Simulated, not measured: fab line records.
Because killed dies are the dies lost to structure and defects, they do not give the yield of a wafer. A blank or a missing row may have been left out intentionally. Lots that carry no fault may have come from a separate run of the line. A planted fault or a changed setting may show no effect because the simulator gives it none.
Chamber matching -- flow nand-harc -- NHARC_P_M0_ETCH_34 on rie-diel-02 has 4 sister chambers
The step etches the open film in N2/H2, target depth 40 nm, overetch 12 nm, time 43.94 s. 18 wafers are shown with their chamber, then 9 later ones without.

## WAFERS PAIRED WITH THEIR CHAMBERS
wafer,chamber,drypump-motor-current-A (A),showerhead-plenum-p-Torr (Torr),rf-vpp-V (V)
L996.2,0,5.7,1.90,427.1
L996.3,2,5.4,1.97,428.9
L996.6,1,6.2,1.99,429.3
L100.1,3,5.8,2.00,429.2
L100.4,1,6.2,1.99,429.1
L100.6,0,5.7,1.90,425.7
L101.2,1,6.2,1.99,428.7
L101.3,3,5.9,2.00,426.8
L101.6,2,5.4,1.97,428.0
L999.3,3,5.9,1.99,429.0
L999.4,1,6.2,1.99,429.6
L999.5,1,6.2,1.99,428.0
L103.1,2,5.4,1.96,427.3
L103.4,0,5.7,1.90,426.3
L103.6,0,5.7,1.90,425.5
L108.2,3,5.9,1.99,429.9
L108.3,2,5.4,1.96,429.1
L108.6,3,5.9,1.99,428.9

SIGNATURES, as means of the wafers listed above
reading,chamber 0,chamber 1,chamber 2,chamber 3,scatter within a chamber
drypump-motor-current-A,5.700,6.200,5.400,5.880,0.0239
showerhead-plenum-p-Torr,1.9000,1.9900,1.9650,1.9940,0.00396
rf-vpp-V,426.150,428.940,428.325,428.760,0.869
Rule: for each reading, subtract the chamber's mean from the wafer's reading, divide by that reading's scatter and square the result; add these up over the readings and take the root, which gives the wafer's distance from the chamber. The wafer belongs to the nearest chamber; if the next one is less than 2 further off, it can't be placed. How the scatter is found: for the shown wafers, subtract from each reading the mean of its chamber, square and add these, divide the total by (wafers less chambers), then take the root.

## WAFERS WHOSE CHAMBER IS MISSING
wafer,drypump-motor-current-A (A),showerhead-plenum-p-Torr (Torr),rf-vpp-V (V)
L109.1,5.7,1.90,427.8
L109.2,5.4,1.96,429.5
L109.3,5.9,1.99,430.0
L116.4,6.2,1.98,427.6
L116.5,5.7,1.89,425.3
L116.6,5.9,1.99,430.0
L115.2,5.7,1.89,427.0
L115.3,5.4,1.96,427.8
L115.4,5.9,1.99,429.2

## CHAMBER TAKEN BY EACH
wafer,from the rows above,in truth
L109.1,0,0
L109.2,2,2
L109.3,3,3
L116.4,1,1
L116.5,0,0
L116.6,3,3
L115.2,0,0
L115.3,2,2
L115.4,3,3
Placed correctly: 9 of 9. Number that these rows cannot place: 0. 0 placed wrongly.
